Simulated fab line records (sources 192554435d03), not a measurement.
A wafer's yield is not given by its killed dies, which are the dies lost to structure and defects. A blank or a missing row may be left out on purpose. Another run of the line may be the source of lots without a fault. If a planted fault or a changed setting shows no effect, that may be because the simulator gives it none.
fab line records | flow n5_finfet
[record] lots = 24 wafers = 72 last_day = 17
route steps=1938 shown GATE_CUT@473 MOL_CONTACT_COAG@543
lots that met no fault: taken from a fault-free run of the same line
start_h: hours from the record's first day to the start of the lot's first wafer shown | wait_h: how many hours have passed since the lot's step before this one | " the same as in the row above | L1.1+2: one row covering several wafers at once | - value missing, or start not given | * or withheld: withheld | < > ~ a bound
route shown NAME@n: a module of which the file shows steps, and the number in the route of the first | usual: mean/standard deviation of fault-free wafers | same: alike in all rows | chamber/n: place in a boat | sites: per-site readings | _std_site: how widely they spread, as a standard deviation | _edge_site: inner sites' mean taken away from outer sites' mean | radius_mm: how far each site lies from the wafer's centre | mask NAME#n: copy n | behind: the tool/chamber that last shaped the wafer | hold: what put the lot on hold/how long, in hours/how the hold closed | device: names the non-switching transistor (n, p or np) | end of line: at the end of the route, the tests of the same wafers | a step with no rows: only its recipe | killed: not the wafer's yield, but the dies lost to structure and defects at the first sort | map: dies across one wafer; x = killed, . = not, _ = none there
set.NAME: setting as actually run; set.NAME@STEP: the setting as run at that earlier step | model.NAME: the simulator's own value behind a step, which no gauge read
a sample of lots followed through the steps of the route, with each step as a table and each wafer as a row
services: the hour from which a tool's chamber was out of use, counted from the record's first day as start_h (under 0 if before that day), plus the number of hours and why
[[steps]]
[step N5_GATE_CUT_SAC_CAP_01]
[recipe] material = SiNx target_thk_a = 240 temp_c = 400 ald_precursor_family = SiH2I2 ald_co_reactant = N2/H2-plasma pulse_time_s = 1 ald_cycles = 480 purge_time_s = 2 co_reactant_purge_time_s = 2 pressure_torr = 2
[usual] chamber_pressure_Torr = 2.000/0.004 heater_power_outer_w = 502/52 heater_power_w = 837/72 precursor_pulse_height_rel = 1.000/0.019
[same] ald_cycles = 480 purge_time_s = 2
// columns lot.wafer tool chamber start_h wait_h chamber_pressure_Torr heater_power_outer_w heater_power_w precursor_pulse_height_rel
L074.1 ald_sin-04 0 81.86 0.0 2.004 548 811 1.001
L074.2 " 3 " " 2.003 476 762 1.007
L074.3 " 2 " " 1.996 545 920 0.991
L075.1 ald_sin-03 0 86.79 0.2 2.003 434 738 0.989
L075.2 " 2 " " 2.000 486 826 0.955
L075.4 " 1 " " 2.001 585 926 0.983
L076.1 ald_sin-04 1 97.74 0.7 2.001 457 833 1.006
L076.2 " 0 " " 1.997 552 863 0.985
L076.4 " 3 " " 2.002 491 778 1.031
L077.1 ald_sin-03 1 101.49 0.0 2.002 592 942 1.009
L077.5 " 3 102.58 1.1 1.997 474 765 0.999
L077.6 " 2 " " 2.002 489 810 1.017
L078.1 ald_sin-04 1 108.57 0.0 2.001 449 828 0.998
L078.2 " 3 " " 1.998 484 775 1.007
L078.3 " 0 " " 2.002 545 841 0.986
L079.1 ald_sin-01 1 118.97 0.0 2.000 504 882 1.001
L079.2 " 3 " " 1.996 443 781 0.975
L079.3 " 2 " " 2.002 470 793 1.027
L080.2 ald_sin-04 1 120.47 0.3 2.001 440 853 1.001
L080.5 " 1 121.55 1.4 2.000 450 840 0.989
L080.6 " 2 " " 2.000 530 893 0.975
L081.1 ald_sin-03 2 126.79 0.3 2.003 510 798 1.001
L081.2 " 1 " " 1.996 586 936 0.994
L081.6 " 0 127.88 1.4 1.999 428 755 0.992
L082.2 ald_sin-03 1 131.35 0.0 1.997 588 907 0.989
L082.5 " 1 132.44 1.1 1.997 589 921 1.013
L082.6 " 2 " " 2.006 480 784 1.013
L083.1 ald_sin-04 3 137.52 0.0 2.001 487 778 1.007
L083.3 " 1 " " 1.995 457 850 0.993
L083.5 " 2 138.61 1.1 2.002 544 913 0.993
L084.1 ald_sin-04 3 144.79 0.0 2.002 485 767 1.036
L084.3 " 2 " " 2.000 546 956 1.009
L084.6 " 2 145.88 1.1 2.005 549 928 0.982
L086.2 ald_sin-04 1 157.01 0.0 2.001 449 849 1.012
L086.5 " 3 158.09 1.1 2.007 497 784 0.980
L086.6 " 0 " " 1.995 546 853 1.011
L085.3 ald_sin-01 2 158.20 0.2 1.995 468 804 1.023
L085.4 " 0 " " 2.000 602 964 0.971
L085.5 " 3 159.29 1.2 1.999 436 796 0.999
L087.3 ald_sin-03 3 159.81 0.2 2.001 474 763 0.996
L087.5 " 3 160.89 1.3 1.995 463 772 1.005
L087.6 " 0 " " 2.003 427 740 0.991
L088.1 ald_sin-03 2 167.69 0.0 1.996 492 816 0.980
L088.3 " 3 " " 2.001 471 796 0.982
L088.4 " 1 " " 2.007 564 916 1.023
L089.1 ald_sin-04 0 173.26 0.0 1.999 567 822 1.011
L089.3 " 2 " " 2.006 542 909 0.985
L089.6 " 0 174.35 1.1 2.000 543 835 1.017
L091.1 ald_sin-04 1 182.45 0.0 1.994 445 817 0.990
L091.5 " 0 183.53 1.1 2.004 559 823 1.000
L091.6 " 1 " " 2.001 463 829 0.994
L090.1 ald_sin-04 2 184.62 1.8 2.004 530 931 1.000
L090.3 " 0 " " 1.996 562 828 1.007
L090.5 " 3 185.71 2.9 1.999 483 766 0.991
L092.1 ald_sin-01 0 192.49 0.0 1.992 584 990 1.001
L092.2 " 3 " " 2.004 451 792 0.995
L092.3 " 1 " " 2.000 478 904 0.996
L093.1 ald_sin-04 3 195.46 0.0 2.002 489 765 0.996
L093.2 " 0 " " 1.992 553 855 1.018
L093.4 " 2 " " 2.006 543 889 0.983
L094.2 ald_sin-03 1 199.62 0.0 1.997 525 863 1.005
L094.4 " 0 " " 2.003 416 713 0.959
L094.6 " 0 200.71 1.1 2.004 411 701 0.953
L095.1 ald_sin-01 2 205.94 0.0 2.003 464 842 0.978
L095.4 " 3 " " 2.006 429 780 0.965
L095.6 " 3 207.03 1.1 2.008 433 768 1.017
L096.2 ald_sin-03 2 215.57 0.0 1.996 488 794 1.016
L096.4 " 0 " " 2.000 417 712 0.995
L096.6 " 2 216.65 1.1 1.999 493 789 1.016
L097.3 ald_sin-01 0 219.19 0.0 2.004 583 983 0.994
L097.4 " 1 " " 1.996 505 880 0.961
L097.5 " 0 220.27 1.1 2.000 587 967 1.013
[step N5_GATE_CUT_HM_OPEN_40]
[recipe] chemistry = C4F6/O2 target = SiO2 mask_material = SiARC target_depth_a = 1390 time_s = 85.1 ion_energy_ev = 250 pressure_mtorr = 30 source_w = 345 bias_w = 185 Ar_flow_sccm = 300 C4F6_flow_sccm = 10 O2_flow_sccm = 10 ends = cleared
[usual] bias_w = 185.0/0.53 drypump_motor_current_A = 5.6/0.42 etch_rf_on_time_s = 93.8/1.7 oes_product_au = 0.72/0.072 rf_vpp_V = 666/12 showerhead_plenum_p_Torr = 2.88/0.082 throttle_valve_pct = 20.86/0.25
// columns lot.wafer tool chamber start_h wait_h bias_w drypump_motor_current_A etch_rf_on_time_s oes_product_au rf_hours_counter_h rf_vpp_V showerhead_plenum_p_Torr throttle_valve_pct
L074.1 rie_diel-02 3 85.08 0.0 184.9 5.7 92.8 0.70 145 679 2.97 20.92
L074.2 " 2 " " 184.6 5.2 91.9 0.72 133 650 2.84 20.96
L074.3 " 1 " " 184.8 5.4 90.2 0.87 6 676 2.90 20.56
L075.1 rie_diel-05 3 90.14 0.0 184.2 5.5 90.8 0.71 136 651 2.75 21.07
L075.2 " 0 " " 185.4 6.5 94.2 0.64 205 669 2.83 21.29
L075.4 " 1 " " 185.0 5.0 97.1 0.67 178 658 2.94 20.77
L076.1 rie_diel-05 2 100.97 0.0 185.3 6.3 90.9 0.64 191 677 2.71 21.15
L076.2 " 1 " " 184.7 5.0 95.5 0.66 181 658 2.94 20.76
L076.4 " 3 " " 185.2 5.5 92.3 0.69 139 652 2.75 21.06
L077.1 rie_diel-05 3 104.93 0.0 185.2 5.5 92.5 0.69 140 650 2.75 21.08
L077.5 " 1 " " 184.6 5.0 96.7 0.66 - 659 2.94 20.76
L077.6 " 2 " " 185.2 6.3 94.6 0.64 - 675 2.71 21.15
L078.1 rie_diel-05 1 111.79 0.0 185.2 5.0 93.9 0.67 185 658 2.94 20.79
L078.2 " 2 " " 184.9 6.4 92.1 0.65 194 676 2.71 21.17
L078.3 " 3 " " 184.7 5.5 91.2 0.70 142 651 2.75 21.08
L079.1 rie_diel-02 2 122.54 0.0 184.4 5.1 92.8 0.70 146 649 2.84 20.96
L079.2 " 0 " " 185.6 5.9 92.4 0.86 11 679 3.02 20.36
L079.3 " 3 " " 185.3 5.8 93.1 0.67 158 679 2.96 20.94
L080.2 rie_diel-02 0 123.69 0.0 185.1 5.9 92.0 0.87 11 678 3.02 20.39
L080.5 " 1 " " 184.0 5.4 92.7 0.83 - 675 2.89 20.58
L080.6 " 0 " " 184.8 5.9 93.3 0.87 - 679 3.02 20.39
L081.1 rie_diel-05 3 130.14 0.0 185.6 5.5 91.3 0.70 148 650 2.75 21.09
L081.2 " 2 " " 185.4 6.4 93.1 0.64 200 676 2.71 21.16
L081.6 " 3 " " 185.6 5.5 93.8 0.69 - 652 2.75 21.10
L082.2 rie_diel-03 2 134.70 0.0 185.4 4.8 96.3 0.61 246 655 2.92 21.21
L082.5 " 1 " " 184.9 5.4 94.8 0.74 - 661 2.88 20.84
L082.6 " 0 " " 184.0 5.5 95.1 0.75 - 654 2.86 20.72
L083.1 rie_diel-05 1 140.81 0.0 184.7 5.0 96.4 0.65 193 659 2.94 20.79
L083.3 " 0 " " 185.4 6.4 93.5 0.63 221 668 2.82 21.30
L083.5 " 1 " " 185.2 5.0 97.7 0.65 - 659 2.94 20.77
L084.1 rie_diel-03 1 148.15 0.0 186.1 5.5 92.2 0.74 98 662 2.88 20.83
L084.3 " 0 " " 184.4 5.5 92.6 0.74 86 654 2.86 20.74
L084.6 " 0 " " 184.3 5.5 94.9 0.74 - 654 2.86 20.73
L086.2 rie_diel-02 1 160.55 0.0 185.1 5.4 92.1 0.78 28 675 2.89 20.61
L086.5 " 2 " " 185.2 5.2 93.7 0.69 - 649 2.83 20.97
L086.6 " 1 " " 184.9 5.4 93.1 0.80 - 674 2.89 20.60
L085.3 rie_diel-02 2 161.42 0.0 184.5 5.2 90.2 0.70 157 649 2.83 20.98
L085.4 " 0 " " 184.6 5.9 93.6 0.84 23 679 3.01 20.40
L085.5 " 2 " " 184.5 5.1 93.2 0.70 - 648 2.83 20.99
L087.3 rie_diel-02 0 163.15 0.0 184.6 5.9 91.9 0.84 23 678 3.01 20.40
L087.5 " 3 " " 186.0 5.8 94.6 0.67 - 679 2.96 20.96
L087.6 " 2 " " 184.5 5.2 93.8 0.70 - 649 2.83 20.98
L088.1 rie_diel-02 0 170.91 0.0 185.1 5.9 92.8 0.84 26 679 3.01 20.42
L088.3 " 1 " " 184.2 5.4 91.4 0.80 31 676 2.89 20.60
L088.4 " 3 " " 184.1 5.8 96.0 0.67 171 680 2.96 20.96
L089.1 rie_diel-02 0 176.70 0.0 184.5 5.9 93.5 0.83 28 677 3.01 20.42
L089.3 " 1 " " 184.3 5.4 91.4 0.79 33 675 2.89 20.61
L089.6 " 3 " " 186.1 5.8 96.4 0.67 - 678 2.95 20.95
L091.1 rie_diel-03 2 185.77 0.0 185.2 4.8 91.7 0.87 8 656 2.92 20.87
L091.5 " 2 " " 185.1 4.8 94.6 0.87 - 656 2.92 20.85
L091.6 " 1 " " 184.5 5.4 94.6 0.73 - 661 2.88 20.86
L090.1 rie_diel-03 0 187.84 0.0 185.9 5.5 93.4 0.72 99 654 2.85 20.76
L090.3 " 2 " " 185.4 4.8 94.3 0.86 9 657 2.92 20.88
L090.5 " 3 " " 184.8 5.3 98.5 0.62 - 663 2.84 20.99
L092.1 rie_diel-02 2 196.02 0.0 185.0 5.2 93.9 0.68 167 648 2.83 21.02
L092.2 " 1 " " 185.2 5.4 91.7 0.78 40 676 2.88 20.60
L092.3 " 0 " " 185.2 5.9 94.1 0.81 34 677 3.01 20.41
L093.1 rie_diel-03 1 198.80 0.0 183.9 5.5 95.1 0.72 111 659 2.88 20.85
L093.2 " 3 " " 185.9 5.3 97.8 0.63 200 662 2.83 21.00
L093.4 " 0 " " 184.4 5.5 98.1 0.72 102 655 2.85 20.74
L094.2 rie_diel-02 2 202.87 0.0 184.9 5.2 93.0 0.69 169 649 2.83 21.01
L094.4 " 1 " " 185.0 5.4 93.0 0.77 42 675 2.88 20.61
L094.6 " 3 " " 185.2 5.8 95.9 0.66 - 678 2.95 20.97
L095.1 rie_diel-02 1 209.40 0.0 184.9 5.4 90.9 0.77 43 674 2.88 20.62
L095.4 " 0 " " 184.2 5.9 94.0 0.80 38 679 3.01 20.41
L095.6 " 0 " " 184.7 5.9 93.7 0.81 - 677 3.01 20.40
L096.2 rie_diel-02 0 218.95 0.0 184.6 5.9 93.7 0.80 41 679 3.01 20.43
L096.4 " 1 " " 185.2 5.4 94.4 0.77 46 675 2.88 20.62
L096.6 " 1 " " 184.3 5.4 94.0 0.76 - 676 2.88 20.63
L097.3 rie_diel-02 1 222.44 0.0 184.8 5.4 92.5 0.78 47 674 2.88 20.63
L097.4 " 0 " " 184.5 5.9 93.2 0.82 42 678 3.01 20.43
L097.5 " 1 " " 185.6 5.4 92.2 0.78 - 675 2.88 20.64
[step N5_GATE_CUT_ALD_22]
[recipe] material = SiNx target_thk_a = 160 temp_c = 400 ald_precursor_family = SiH2I2 ald_co_reactant = N2/H2-plasma pulse_time_s = 1 ald_cycles = 320 purge_time_s = 2 co_reactant_purge_time_s = 2 pressure_torr = 2
[usual] chamber_pressure_Torr = 2.000/0.0043 heater_power_outer_w = 502/53 heater_power_w = 836/69 precursor_pulse_height_rel = 1.004/0.021
[same] ald_cycles = 320 purge_time_s = 2
// columns lot.wafer tool chamber start_h wait_h chamber_pressure_Torr heater_power_outer_w heater_power_w precursor_pulse_height_rel
L074.1 ald_sin-04 2 85.75 0.0 2.001 540 935 0.992
L074.2 " 1 " " 2.002 451 842 0.980
L074.3 " 3 " " 2.004 476 776 1.038
L075.1 ald_sin-03 1 91.46 0.7 2.005 583 909 0.995
L075.2 " 2 " " 1.996 491 799 1.019
L075.4 " 3 " " 1.997 472 765 0.990
L076.1 ald_sin-01 1 103.06 1.4 2.001 477 877 1.022
L076.2 " 0 " " 2.002 596 976 1.023
L076.4 " 3 " " 1.997 444 765 1.029
L077.1 ald_sin-04 2 105.61 0.0 1.998 546 926 0.986
L077.5 " 3 " " 1.998 492 758 1.024
L077.6 " 0 " " 2.000 547 813 0.993
L078.1 ald_sin-04 2 112.46 0.0 2.001 548 926 1.020
L078.2 " 0 " " 1.999 556 807 1.020
L078.3 " 1 " " 1.996 442 840 1.003
L079.1 ald_sin-01 1 123.22 0.0 2.003 485 892 0.998
L079.2 " 3 " " 1.993 440 813 0.979
L079.3 " 0 " " 1.997 589 980 1.008
L080.2 ald_sin-03 0 124.36 0.0 1.994 427 747 0.948
L080.5 " 0 " " 2.005 424 739 1.021
L080.6 " 3 " " 1.997 464 779 1.009
L081.1 ald_sin-01 2 130.81 0.0 1.999 471 800 0.967
L081.2 " 0 " " 1.999 598 959 1.017
L081.6 " 3 " " 2.000 435 754 1.002
L082.2 ald_sin-04 1 135.63 0.3 2.009 451 805 1.031
L082.5 " 1 " " 1.997 451 836 0.989
L082.6 " 2 " " 2.008 544 902 0.994
L083.1 ald_sin-03 3 141.50 0.0 1.997 480 774 0.971
L083.3 " 0 " " 2.001 434 721 1.014
L083.5 " 1 " " 1.992 589 926 1.000
L084.1 ald_sin-03 1 148.96 0.0 2.008 595 943 0.978
L084.3 " 3 " " 1.997 470 772 1.034
L084.6 " 1 " " 2.002 592 952 1.020
L086.2 ald_sin-04 3 161.78 0.6 2.007 503 784 0.993
L086.5 " 0 " " 1.996 554 842 0.989
L086.6 " 3 " " 1.993 477 778 0.998
L085.3 ald_sin-03 1 162.10 0.0 2.006 571 946 0.959
L085.4 " 0 " " 2.001 437 741 1.038
L085.5 " 1 " " 2.001 582 944 1.013
L087.3 ald_sin-04 0 163.83 0.0 2.005 562 847 0.996
L087.5 " 0 " " 1.997 537 825 1.007
L087.6 " 1 " " 2.001 450 822 0.958
L088.1 ald_sin-03 0 171.59 0.0 1.995 433 736 0.996
L088.3 " 2 " " 1.997 500 787 1.012
L088.4 " 1 " " 2.000 593 948 1.037
L089.1 ald_sin-04 1 177.37 0.0 1.997 452 819 0.993
L089.3 " 0 " " 2.005 557 830 1.000
L089.6 " 2 " " 1.999 545 910 1.035
L091.1 ald_sin-01 1 186.45 0.0 1.991 499 879 1.013
L091.5 " 2 " " 1.999 454 774 1.010
L091.6 " 3 " " 2.004 435 787 0.994
L090.1 ald_sin-04 2 188.62 0.1 2.001 543 928 1.037
L090.3 " 3 " " 1.996 496 787 0.987
L090.5 " 1 " " 2.001 447 842 0.977
L092.1 ald_sin-01 1 196.69 0.0 1.990 489 901 0.978
L092.2 " 0 " " 1.999 582 960 1.003
L092.3 " 3 " " 2.004 433 797 0.980
L093.1 ald_sin-01 0 199.48 0.0 1.997 584 954 1.010
L093.2 " 3 " " 2.000 434 774 0.992
L093.4 " 1 " " 2.003 501 887 0.998
L094.2 ald_sin-04 3 203.81 0.0 2.000 504 751 1.006
L094.4 " 1 " " 1.996 455 817 0.977
L094.6 " 1 " " 1.995 457 822 0.994
L095.1 ald_sin-04 0 210.08 0.0 1.994 559 825 1.034
L095.4 " 1 " " 2.000 455 846 1.022
L095.6 " 3 " " 2.005 488 789 1.003
L096.2 ald_sin-04 0 219.71 0.0 2.000 546 824 1.030
L096.4 " 1 " " 1.999 454 839 1.032
L096.6 " 3 " " 2.002 495 783 0.979
L097.3 ald_sin-04 1 223.12 0.0 2.005 454 828 0.974
L097.4 " 3 " " 2.005 499 761 1.016
L097.5 " 3 " " 2.001 487 768 1.016
[step N5_GATE_CUT_CMP_43]
[recipe] material = SiO2 post_cmp_clean = rinse_only
[usual] motor_current_A = 12.0/1.2 retaining_ring_pressure_frac = 0.999/0.0049 slurry_flow_ml_min = 150.0/0.45
// columns lot.wafer tool chamber start_h wait_h motor_current_A retaining_ring_pressure_frac slurry_flow_ml_min
L074.1 cmp-02 0 87.65 0.1 11.9 1.005 149.6
L074.3 " 1 " " 13.5 0.990 149.3
L074.2 " 2 " " 11.1 1.001 149.5
L075.4 cmp-04 1 93.27 0.0 10.1 0.992 150.4
L075.2 " 3 " " 11.1 1.001 150.5
L075.1 " 0 " " 11.3 1.002 150.2
L076.2 cmp-04 2 104.95 0.1 13.4 0.996 150.0
L076.4 " 3 " " 10.8 1.003 149.8
L076.1 " 0 " " 11.5 0.997 150.1
L077.1 cmp-02 3 107.86 0.5 13.1 1.007 149.7
L077.6 " 0 " " 11.9 1.004 149.7
L077.5 " 1 " " 13.6 0.991 150.0
L078.1 cmp-04 2 114.48 0.2 14.1 1.012 150.3
L078.3 " 3 " " 11.1 1.004 149.8
L078.2 " 0 " " 11.6 1.001 150.6
L079.3 cmp-03 0 125.03 0.0 10.8 0.996 150.1
L079.2 " 2 " " 13.2 1.005 149.9
L079.1 " 3 " " 12.6 1.003 150.4
L080.2 cmp-04 0 126.26 0.1 11.7 0.996 149.5
L080.6 " 3 " " 11.5 0.995 149.9
L080.5 " 0 " " 11.2 1.001 149.9
L081.2 cmp-02 3 132.70 0.1 13.4 1.004 150.1
L081.1 " 0 " " 11.7 0.993 150.6
L081.6 " 2 " " 11.1 0.993 150.1
L082.2 cmp-03 0 137.44 0.0 11.1 0.995 149.9
L082.5 " 0 " " 10.4 0.999 149.6
L082.6 " 1 " " 11.4 0.998 150.6
L083.1 cmp-02 3 143.31 0.0 13.4 1.006 150.4
L083.3 " 0 " " 12.4 1.007 149.4
L083.5 " 0 " " 12.0 1.003 150.1
L084.3 cmp-02 2 150.93 0.2 10.9 0.990 151.2
L084.1 " 3 " " 12.5 1.005 150.2
L084.6 " 1 " " 13.3 0.999 149.9
L086.2 cmp-04 1 163.67 0.1 10.4 0.999 150.7
L086.6 " 0 " " 11.4 1.003 150.0
L086.5 " 1 " " 10.1 0.997 150.3
L085.3 cmp-03 0 164.03 0.1 10.9 0.992 150.1
L085.4 " 1 " " 11.3 0.994 149.9
L085.5 " 0 " " 10.3 0.995 150.0
L087.3 cmp-02 1 165.72 0.1 12.3 0.999 149.2
L087.6 " 0 " " 11.8 1.008 150.8
L087.5 " 1 " " 13.5 0.991 150.5
L088.4 cmp-04 1 173.40 0.0 9.9 1.003 150.1
L088.3 " 3 " " 11.6 0.998 150.9
L088.1 " 0 " " 11.4 1.000 150.4
L089.1 cmp-03 2 179.19 0.0 13.0 0.998 149.1
L089.3 " 0 " " 10.8 0.995 150.5
L089.6 " 2 " " 13.4 0.993 149.1
L091.1 cmp-02 2 188.40 0.0 10.9 0.999 150.0
L091.5 " 2 " " 11.6 1.006 149.9
L091.6 " 3 " " 12.8 0.998 149.9
L090.1 cmp-02 2 190.43 0.0 11.7 0.999 149.9
L090.3 " 1 " " 12.9 1.005 149.3
L090.5 " 2 " " 10.9 1.006 149.7
L092.3 cmp-04 1 198.51 0.0 10.3 0.998 150.3
L092.2 " 2 " " 13.6 0.995 150.2
L092.1 " 0 " " 11.7 0.995 149.5
L093.1 cmp-02 3 201.37 0.1 13.2 1.006 149.3
L093.4 " 0 " " 11.5 0.992 150.4
L093.2 " 1 " " 12.8 0.999 149.4
L094.4 cmp-02 3 205.70 0.1 12.6 0.996 150.3
L094.2 " 1 " " 13.0 0.991 149.4
L094.6 " 3 " " 13.1 1.004 150.5
L095.4 cmp-04 2 211.89 0.0 14.2 1.005 150.5
L095.1 " 0 " " 11.1 1.001 149.4
L095.6 " 3 " " 11.5 1.002 150.6
L096.2 cmp-02 1 221.53 0.0 12.9 0.994 149.3
L096.4 " 3 " " 12.7 1.003 150.9
L096.6 " 1 " " 12.6 0.997 149.5
L097.4 cmp-04 3 224.93 0.0 11.7 0.994 149.9
L097.3 " 1 " " 10.2 1.003 150.3
L097.5 " 0 " " 11.2 1.004 149.9
[step N5_MOL_CONTACT_COAG_TI_SIL_19]
[recipe] material = Ti target_thk_a = 42 temp_c = 200 chamber_pressure_pa = 5 power_w = 5000 time_s = 15
[usual] substrate_temp_c = 199.99/0.16 throttle_valve_pct = 29.9/1.1
// columns lot.wafer tool chamber start_h wait_h substrate_temp_c throttle_valve_pct
L074.1 pvd_sputter-03 - 90.22 0.2 200.06 29.7
L074.2 " - " " 200.13 28.7
L074.3 " - " " 200.25 31.5
L075.1 pvd_sputter-03 - 96.67 0.3 200.00 29.8
L075.2 " - " " 199.85 28.1
L075.4 " - " " 199.83 31.2
L076.1 pvd_sputter-02 - 107.17 0.3 200.02 29.1
L076.2 " - " " 200.15 30.4
L076.4 " - " " 200.30 28.9
L077.1 pvd_sputter-02 - 110.05 0.2 200.26 29.0
L077.5 " - " " 200.20 28.7
L077.6 " - " " 200.04 31.7
L078.1 pvd_sputter-03 - 117.20 0.3 200.24 28.7
L078.2 " - " " 200.09 28.3
L078.3 " - " " 199.80 31.5
L079.1 pvd_sputter-02 - 127.28 0.3 199.88 28.6
L079.2 " - " " 200.25 30.6
L079.3 " - " " 200.00 28.9
L080.2 pvd_sputter-01 - 130.15 1.7 199.78 31.2
L080.5 " - " " 200.20 29.2
L080.6 " - " " 200.35 30.0
L081.1 pvd_sputter-01 - 134.79 0.2 199.88 30.2
L081.2 " - " " 200.03 30.6
L081.6 " - " " 199.76 30.7
L082.2 pvd_sputter-02 - 139.96 0.1 199.82 30.3
L082.5 " - " " 200.08 29.1
L082.6 " - " " 200.00 28.9
L083.1 pvd_sputter-01 - 146.43 0.4 199.99 30.6
L083.3 " - " " 199.96 30.6
L083.5 " - " " 199.81 30.0
L084.1 pvd_sputter-02 - 153.29 0.3 199.92 28.8
L084.3 " - " " 199.92 31.2
L084.6 " - " " 199.94 28.6
L085.3 pvd_sputter-02 - 166.81 0.3 200.33 30.6
L085.4 " - " " 199.99 28.9
L085.5 " - " " 200.30 28.6
L086.2 pvd_sputter-03 - 166.82 0.4 199.74 28.2
L086.5 " - " " 199.88 31.4
L086.6 " - " " 200.10 29.8
L087.3 pvd_sputter-01 - 167.77 0.1 200.02 30.8
L087.5 " - " " 199.94 30.4
L087.6 " - " " 200.04 30.7
L088.1 pvd_sputter-01 - 175.84 0.4 200.03 29.7
L088.3 " - " " 200.01 30.1
L088.4 " - " " 200.06 31.0
L089.1 pvd_sputter-03 - 182.52 0.2 200.13 28.7
L089.3 " - " " 199.85 30.0
L089.6 " - " " 199.80 31.1
L091.1 pvd_sputter-03 - 190.59 0.2 200.28 28.3
L091.5 " - " " 200.04 28.6
L091.6 " - " " 199.79 29.7
L090.1 pvd_sputter-02 - 192.52 0.2 199.85 28.9
L090.3 " - " " 200.24 30.5
L090.5 " - " " 200.02 28.5
L092.1 pvd_sputter-01 - 201.00 0.2 199.80 29.9
L092.2 " - " " 199.97 30.5
L092.3 " - " " 199.72 30.9
L093.1 pvd_sputter-02 - 203.50 0.3 199.97 30.5
L093.2 " - " " 199.76 31.3
L093.4 " - " " 199.93 29.0
L094.2 pvd_sputter-02 - 207.62 0.1 200.00 28.7
L094.4 " - " " 199.90 29.0
L094.6 " - " " 200.20 30.4
L095.1 pvd_sputter-02 - 214.16 0.3 200.11 28.8
L095.4 " - " " 200.03 30.4
L095.6 " - " " 200.05 28.9
L096.2 pvd_sputter-02 - 223.69 0.2 199.90 28.9
L096.4 " - " " 200.37 30.3
L096.6 " - " " 200.03 31.6
L097.3 pvd_sputter-03 - 227.37 0.2 200.17 28.8
L097.4 " - " " 199.92 31.2
L097.5 " - " " 200.08 31.2
[step N5_MOL_CONTACT_COAG_PRE_CLEAN_142]
[recipe] gas = H2/He time_s = 60 temp_c = 300
[usual] heater_power_w = 489/71
// columns lot.wafer tool chamber start_h wait_h heater_power_w
L074.1 pvd_sputter-02 - 94.15 1.7 499
L074.2 " - " " 429
L074.3 " - " " 483
L075.1 pvd_sputter-02 - 100.45 1.3 498
L075.2 " - " " 517
L075.4 " - " " 423
L076.1 pvd_sputter-03 - 110.27 1.1 650
L076.2 " - " " 412
L076.4 " - " " 431
L077.1 pvd_sputter-02 - 113.83 1.9 429
L077.5 " - " " 499
L077.6 " - " " 526
L078.1 pvd_sputter-01 - 120.71 1.1 514
L078.2 " - " " 445
L078.3 " - " " 493
L079.1 pvd_sputter-02 - 132.56 1.3 473
L079.2 " - " " 501
L079.3 " - " " 526
L080.2 pvd_sputter-03 - 133.01 0.7 649
L080.5 " - " " 405
L080.6 " - " " 437
L081.1 pvd_sputter-03 - 138.46 1.6 433
L081.2 " - " " 497
L081.6 " - " " 644
L082.2 pvd_sputter-03 - 146.54 2.7 433
L082.5 " - " " 649
L082.6 " - " " 494
L083.1 pvd_sputter-03 - 152.08 3.4 497
L083.3 " - " " 651
L083.5 " - " " 411
L084.1 pvd_sputter-03 - 157.20 1.5 636
L084.3 " - " " 436
L084.6 " - " " 484
L085.3 pvd_sputter-03 - 170.76 1.7 647
L085.4 " - " " 650
L085.5 " - " " 429
L086.2 pvd_sputter-03 - 171.22 1.8 504
L086.5 " - " " 679
L086.6 " - " " 434
L087.3 pvd_sputter-01 - 172.53 1.0 453
L087.5 " - " " 527
L087.6 " - " " 490
L088.1 pvd_sputter-03 - 179.34 1.7 427
L088.3 " - " " 411
L088.4 " - " " 505
L089.1 pvd_sputter-01 - 186.05 1.6 413
L089.3 " - " " 437
L089.6 " - " " 448
L091.1 pvd_sputter-01 - 194.25 1.8 412
L091.5 " - " " 452
L091.6 " - " " 410
L090.1 pvd_sputter-02 - 199.55 4.3 498
L090.3 " - " " 474
L090.5 " - " " 522
L092.1 pvd_sputter-03 - 206.91 2.4 626
L092.2 " - " " 492
L092.3 " - " " 415
L093.1 pvd_sputter-02 - 207.07 1.8 428
L093.2 " - " " 504
L093.4 " - " " 535
L094.2 pvd_sputter-01 - 210.96 1.4 487
L094.4 " - " " 531
L094.6 " - " " 476
L095.1 pvd_sputter-01 - 218.46 1.4 520
L095.4 " - " " 461
L095.6 " - " " 443
L096.2 pvd_sputter-01 - 229.16 2.1 491
L096.4 " - " " 461
L096.6 " - " " 507
L097.3 pvd_sputter-03 - 232.38 1.8 445
L097.4 " - " " 413
L097.5 " - " " 667
[[services]]
// columns tool chamber start_h hours kind
cmp-04 - 59.52 4.0 pm
ald_sin-04 2 66.71 6.5 repair
rie_diel-03 1 71.18 4.8 repair
ald_sin-01 - 76.81 6.0 pm
rie_diel-05 1 79.88 4.9 repair
ald_sin-01 - 86.21 14.0 pm
cmp-04 - 103.67 1.1 repair
pvd_sputter-03 - 104.99 1.3 repair
rie_diel-02 1 110.06 6.0 repair
pvd_sputter-03 - 111.29 1.9 repair
cmp-04 - 111.69 1.2 repair
cmp-02 - 113.67 4.0 pm
cmp-02 - 118.87 0.6 repair
rie_diel-03 - 130.92 0.7 repair
rie_diel-02 - 140.34 0.4 repair
ald_sin-03 2 148.19 5.8 repair
rie_diel-03 1 149.89 4.6 repair
ald_sin-04 2 163.53 5.6 repair
ald_sin-03 - 176.83 14.0 pm
ald_sin-01 2 195.18 7.2 repair
cmp-02 - 195.41 0.5 repair
rie_diel-05 0 215.24 3.8 repair
cmp-04 - 217.47 0.5 repair
ald_sin-01 2 229.60 4.4 repair
[[key]]
fault none
